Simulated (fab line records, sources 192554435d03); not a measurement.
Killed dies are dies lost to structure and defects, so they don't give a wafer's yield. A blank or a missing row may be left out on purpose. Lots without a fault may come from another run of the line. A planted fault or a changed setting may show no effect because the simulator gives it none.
Problem report in the 8D (eight disciplines) form, filled by code | flow n5_finfet | the parts of the form that need people (team, actions taken, sign-off) are left out

1. THE PROBLEM
exposure_dose_mJ_cm2 at N5_BEOL_M13_EXPOSE_07 reads a mean of 25.77 on 6 wafers of 2 lots; wafers without a fault read 24.93 with a standard deviation of 0.12. That is +7.0 standard deviations from the usual mean.
The step: exposes mask V12.
First seen on wafer L829.3, day 13 03:31, on krf_scanner-02. The record holds 32 wafers of 11 lots with a number at this step. Rule for "out", or "out of limits": more than 4 standard deviations from the usual mean. The other wafers with a number count as sound.

2. WHAT IT IS AND WHAT IT IS NOT
question                    | is                     | is not
which readings at this step | exposure_dose_mJ_cm2   | focus_offset_nm
which lots                  | L829, L831             | L821, L822, L823, L824, L825, L826, L836, L838, L839
which wafers of those lots  | all that have a number | -
read on which tools         | krf_scanner-02         | krf_scanner-01
when                        | from day 13 03:31      | up to then (17 sound wafers); but 9 sound wafers of L836, L838, L839 came after

3. SUSPECTS, AND WHAT RULES EACH OUT
Counting: a tool at a process step up to the reading stays a suspect if it ran every lot that is out and no sound lot after the first of them.
- krf_scanner-02 at N5_BEOL_M13_EXPOSE_07 (exposes mask V12): kept. It ran every lot that is out, first L829 (day 13 03:31), and no sound lot after that; its last sound lot up to then is L824 (day 11 16:09). Its own readings are out on those wafers: exposure_dose_mJ_cm2.
Left after counting: krf_scanner-02 at N5_BEOL_M13_EXPOSE_07.

4. THE CAUSE (what the simulator had put in)
Process parameter drift: krf_scanner-02, from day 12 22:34 on, at N5_BEOL_M13_EXPOSE_07. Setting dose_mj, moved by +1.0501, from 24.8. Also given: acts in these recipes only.
Counting left only this tool.

5. THE CHAIN OF EFFECTS, in route order
Each row: a reading whose mean over the struck wafers that have a number lies more than 3 standard deviations from the usual. Only readings for which the record gives a usual standard deviation are gone through. hours: the time from each lot's start at the first step in this table that gives one to its start at this step, as a median over the lots. sigmas: the change in usual standard deviations.
hours | step                  | reading              | usual | on struck wafers | change | sigmas
0     | N5_BEOL_M13_EXPOSE_07 | exposure_dose_mJ_cm2 | 24.93 | 25.77            | +0.84  | +7.0
The process steps in it:
- N5_BEOL_M13_EXPOSE_07: exposes mask V12.

6. WHAT WOULD HAVE CAUGHT IT SOONER
In this record the first reading out of limits was taken at day 13 03:31, 5 hours after the fault began at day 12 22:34.
